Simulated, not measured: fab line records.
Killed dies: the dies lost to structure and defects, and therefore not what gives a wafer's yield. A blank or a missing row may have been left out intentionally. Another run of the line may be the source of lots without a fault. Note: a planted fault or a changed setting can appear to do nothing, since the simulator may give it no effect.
Chamber matching | flow n5 finfet | N5_BEOL_M0_DEP_125 on pecvd-01 has 3 sister chambers
The step deposits SiCN from 3MS/NH3, target thk 8 nm, time 14 s. 3 wafers are shown with their chamber, then 7 later ones without.

== WAFERS WITH THEIR CHAMBER ==
wafer  | chamber | showerhead plenum p Torr (Torr)
L087.4 | 2       | 3.662
L089.2 | 0       | 3.654
L089.3 | 1       | 3.667

== WAFERS WITHOUT THEIR CHAMBER ==
wafer  | showerhead plenum p Torr (Torr)
L089.6 | 3.655
L094.4 | 3.660
L094.5 | 3.666
L094.6 | 3.659
L096.1 | 3.670
L096.2 | 3.660
L096.3 | 3.650

== WHICH CHAMBER EACH ONE RAN IN ==
wafer  | from the rows above          | in truth
L089.6 | 0                            | 0
L094.4 | can't be placed: 2 or 0 or 1 | 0
L094.5 | can't be placed: 1 or 2      | 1
L094.6 | can't be placed: 2 or 0 or 1 | 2
L096.1 | can't be placed: 1 or 2      | 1
L096.2 | can't be placed: 2 or 0 or 1 | 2
L096.3 | 0                            | 0
Placed correctly: 2 of 7. From these rows, 5 cannot be placed; in 5 the true chamber is one of the candidates. Placed wrongly: 0.
How it was worked out, from the rows above alone: a wafer's distance from a chamber is the root of the sum, over the readings, of the square of ((its reading less the chamber's mean) divided by the reading's scatter). The wafer belongs to the nearest chamber; if the next one is less than 2 further off, it can't be placed. A chamber's mean is the mean of its shown wafers. The scatter: root of mean squared gap, hidden wafer to nearest shown wafer, with one shown wafer a chamber.
